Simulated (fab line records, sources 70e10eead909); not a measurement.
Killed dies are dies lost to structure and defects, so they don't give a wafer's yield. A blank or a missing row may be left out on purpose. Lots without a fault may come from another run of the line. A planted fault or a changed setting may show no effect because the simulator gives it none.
One fault seen from 2 desks | flow nand_harc | each desk has only its own numbers; what lay behind them comes last

THE METROLOGY DESK
What the gauges read, lot by lot, whatever tool the lot ran on: means of the sampled wafers that have a number. A lot is out of limits, marked OUT, if its mean lies more than 4 standard deviations from the usual mean; the brackets give that distance.
Columns: A = cd_nm at NHARC_A_BONDPAD_CD_MEAS_13, usual 500.3 nm
lot  | first seen here | A
L921 | day 18 02:41    | 501.2
L922 | day 18 03:43    | 498.7
L924 | day 18 11:51    | 500.6
L925 | day 18 12:21    | 499.6
L929 | day 19 19:13    | 499.9
L932 | day 20 03:58    | 500.3
L931 | day 20 08:26    | 500.3
L937 | day 21 16:16    | 498.1
L938 | day 22 08:01    | 499.4
L941 | day 23 03:10    | 500.4
L943 | day 23 10:08    | 500.0
L942 | day 23 10:35    | 498.4
This desk's finding: nothing out of limits on any of the 12 lots.

THE TOOL OWNER'S DESK: rie_diel-05
The tool's own readings at NHARC_A_BONDPAD_STRIP_15 (strips in O2): means of the sampled wafers that have a number, for each lot that ran on this tool. A lot is out of limits, marked OUT, if its mean lies more than 4 standard deviations from the usual mean; the brackets give that distance.
Columns: A = chamber_pressure_mTorr at NHARC_A_BONDPAD_STRIP_15, usual 60.00 mTorr; B = drypump_motor_current_A at NHARC_A_BONDPAD_STRIP_15, usual 5.8 A; C = oes_product_au at NHARC_A_BONDPAD_STRIP_15, usual 1.000 a.u.; D = rf_vpp_V at NHARC_A_BONDPAD_STRIP_15, usual 58.0 V; E = showerhead_plenum_p_Torr at NHARC_A_BONDPAD_STRIP_15, usual 3.58 Torr; F = throttle_valve_pct at NHARC_A_BONDPAD_STRIP_15, usual 17.037 %
lot  | first seen here | A                       | B   | C     | D    | E    | F
L921 | day 18 02:46    | 60.03                   | 5.8 | 0.996 | 57.3 | 3.55 | 17.032
L929 | day 19 19:18    | 47.20 (-99 or more) OUT | 5.8 | 1.005 | 57.3 | 3.59 | 17.037
L932 | day 20 04:04    | 47.18 (-99 or more) OUT | 5.6 | 1.004 | 57.7 | 3.55 | 17.032
L931 | day 20 08:31    | 47.19 (-99 or more) OUT | 5.5 | 1.010 | 57.2 | 3.56 | 17.032
L941 | day 23 03:15    | 60.00                   | 5.8 | 0.992 | 57.6 | 3.55 | 17.037
L943 | day 23 10:14    | 60.04                   | 5.5 | 0.997 | 57.8 | 3.46 | 17.042
This desk's finding: out of limits on L929, L931, L932; first on L929, day 19 19:18 (chamber_pressure_mTorr at NHARC_A_BONDPAD_STRIP_15). In limits: L921, L941, L943.

PUT TOGETHER
The tool owner's desk could have raised an alarm at day 19 19:18, on L929, L931, L932.
The metrology desk saw nothing out of limits.
The metrology desk has L929, L931, L932 on record, within its limits.
Of the lots named, all ran NHARC_A_BONDPAD_STRIP_15 on rie_diel-05.

WHAT THE SIMULATOR HAD PUT IN
Process parameter drift: rie_diel-05, from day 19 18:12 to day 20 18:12, at NHARC_A_BONDPAD_STRIP_15. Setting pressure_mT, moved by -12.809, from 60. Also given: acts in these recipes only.
Lots struck among those shown: L929, L931, L932.
Hours from the fault's start to each desk's first reading out of limits: the tool owner's desk, 1.
